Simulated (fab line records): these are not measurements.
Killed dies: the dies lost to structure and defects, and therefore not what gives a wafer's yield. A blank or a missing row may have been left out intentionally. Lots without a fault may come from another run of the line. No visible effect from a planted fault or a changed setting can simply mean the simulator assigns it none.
Which tool is to blame? -- flow n5Finfet -- 36 wafers sampled from 12 lots at 1 step of a route of 1938

## WHAT THE GAUGES READ, wafer by wafer
N5_BEOL_M13_OVL_MEAS_29.
lot,measured,on,M13_OVL (nm)
L075,day 11 04:14,overlay-01,-1 1 -5
L076,day 11 10:04,overlay-02,1 4 0
L079,day 12 13:54,overlay-01,3 5 1
L082,day 13 03:02,overlay-02,-5 -6 4
L083,day 13 14:38,overlay-01,-4 -3 -1
L085,day 13 23:50,overlay-01,1 -3 4
L087,day 14 06:21,overlay-01,5 -2 6
L089,day 14 20:21,overlay-01,10 5 3
L092,day 15 04:57,overlay-01,-2 -9 -6
L093,day 15 15:26,overlay-01,-3 0 -6
L095,day 16 05:10,overlay-02,3 8 6
L097,day 17 12:53,overlay-02,0 4 1

## WHICH TOOL RAN EACH LOT (tool, then ch and the chambers of the sampled wafers, then the start)
Record: no process step prior to these readings.

## THE ANSWER, worked out from the rows above alone
Rule: usual is defined by the lots themselves. Put in order of their means at a reading, lots are off if they are a third of the lots or fewer, leave a main group of 4 or more, and stand apart from it by a gap of 3 or more times the standard deviation of the main group's means; of several such gaps the widest counts. If all means in a main group match to the digits the tables above print for the reading, that group is not used. A lot without any number at a reading at which 4 lots or more have one is off too. All remaining lots with rows at the step are treated as sound.
Across all readings shown, no lot is off: no conclusion can be drawn from this.

## WHAT HAD BEEN PUT IN BY THE SIMULATOR
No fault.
